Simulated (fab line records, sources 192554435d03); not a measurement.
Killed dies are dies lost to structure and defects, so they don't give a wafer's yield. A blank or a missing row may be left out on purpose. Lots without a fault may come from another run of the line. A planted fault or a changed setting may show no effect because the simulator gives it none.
Split-lot experiment | flow n5_finfet | 7 lots, 21 wafers read, on a route of 1938 steps

THE SPLIT
At N5_BEOL_M5_TRENCH_ETCH_37 (etches SiCOH lowk in C4F6/O2, target depth 71.652 nm, time 24.7 s), the setting source_w was moved away from the recipe's 345 W on 7 of the 21 wafers read, by -13.5% to +14.9%. The other wafers ran this setting at the recipe's value.

The reading is taken at the split's own step.

THE READING
etch.depth_nm (the simulator's own value, which no gauge read), in nm, at N5_BEOL_M5_TRENCH_ETCH_37 (etches SiCOH lowk in C4F6/O2, target depth 71.652 nm, time 24.7 s). The file gives no usual value for it. The 14 wafers here that ran the recipe average 71.55 nm, standard deviation 1.6 nm.

wafer  | tool, chamber at the split | source_w as run, W | against the recipe | etch.depth_nm, nm | against lot-mates on the recipe
L080.1 | rie_diel-03, 2             | 379.2              | +9.9%              | 75.03             | +2.53
L080.2 | rie_diel-03, 0             | 345                | recipe             | 72.5              | -
L080.4 | rie_diel-03, 0             | 379.2              | +9.9%              | 75.9              | +3.40
L084.2 | rie_diel-06, 0             | 345                | recipe             | 70.98             | -
L084.4 | rie_diel-06, 1             | 387.5              | +12.3%             | 75.13             | +3.88
L084.5 | rie_diel-06, 2             | 345                | recipe             | 71.51             | -
L085.2 | rie_diel-04, 1             | 345                | recipe             | 68.31             | -
L085.5 | rie_diel-04, 1             | 345                | recipe             | 68.49             | -
L085.6 | rie_diel-04, 0             | 345                | recipe             | 72.01             | -
L090.2 | rie_diel-06, 1             | 326.6              | -5.3%              | 70.85             | -2.91
L090.4 | rie_diel-06, 0             | 345                | recipe             | 73.97             | -
L090.5 | rie_diel-06, 0             | 345                | recipe             | 73.54             | -
L094.1 | rie_diel-04, 0             | 345                | recipe             | 70.85             | -
L094.4 | rie_diel-04, 3             | 345                | recipe             | 72.03             | -
L094.5 | rie_diel-04, 0             | 300.7              | -12.8%             | 67.22             | -4.22
L093.1 | rie_diel-06, 1             | 345                | recipe             | 72.02             | -
L093.3 | rie_diel-06, 0             | 298.3              | -13.5%             | 69.2              | -2.29
L093.6 | rie_diel-06, 3             | 345                | recipe             | 70.96             | -
L095.1 | rie_diel-06, 0             | 396.3              | +14.9%             | 78.91             | +6.65
L095.2 | rie_diel-06, 3             | 345                | recipe             | 71.66             | -
L095.4 | rie_diel-06, 1             | 345                | recipe             | 72.86             | -

THE FIT
A straight line over all 21 wafers: etch.depth_nm changes by +0.336 nm for each +1% of source_w; r = +0.84; the points scatter about the line by 1.5 nm.
The same after taking each lot's own level away (the mean of its wafers on the recipe; 21 wafers): +0.322 nm for each +1%; r = +0.91; scatter 1 nm.
On that fit, the largest move of source_w shifts the reading by 4.8 nm.
The lots' own levels span 69.603 to 73.755 nm, that is 2.7 times the standard deviation above.
So the lot-to-lot level changes the slope little: the two slopes agree.
Check: with one of the wafers moved furthest among these (+14.9%) left out of the fit, the line predicts +4.27 nm for it against its lot-mates. It came out at +6.65 nm against them.

OTHER SPLITS ON THESE WAFERS
These wafers also went through other splits before the reading. Each is held against what the fit with the lots' levels taken away leaves over:
other split on the same wafers | wafers away from the commonest value | r with etch.depth_nm (lot level and that fit taken away)
N5_BEOL_M2_ILD_DEP_00 time_s   | 9                                    | +0.33
N5_BEOL_M2_ETCH_70 bias_w      | 4                                    | +0.20
N5_BEOL_M3_COAT_61 spin_rpm    | 6                                    | +0.13
N5_BEOL_M4_EXPOSE_08 dose_mj   | 7                                    | -0.39
N5_BEOL_M4_ETCH_64 bias_w      | 2                                    | +0.15

THE WHOLE CHAIN: every reading that the file lists as answering this split, in the file's order
step                      | what it does                                                      | reading                                                                   | change (the file's fit)               | r (the file's)
N5_BEOL_M5_TRENCH_ETCH_37 | etches SiCOH lowk in C4F6/O2, target depth 71.652 nm, time 24.7 s | BEOL_M5.feature_depth_nm (the simulator's own value, which no gauge read) | +0.331 nm for each +1% of the setting | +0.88
N5_BEOL_M5_TRENCH_ETCH_37 | etches SiCOH lowk in C4F6/O2, target depth 71.652 nm, time 24.7 s | etch.depth_nm (the simulator's own value, which no gauge read)            | +0.327 nm for each +1% of the setting | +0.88

THE FILE'S OWN FIT
etch.depth_nm changes by +0.327 nm for each +1% of source_w, r = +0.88.
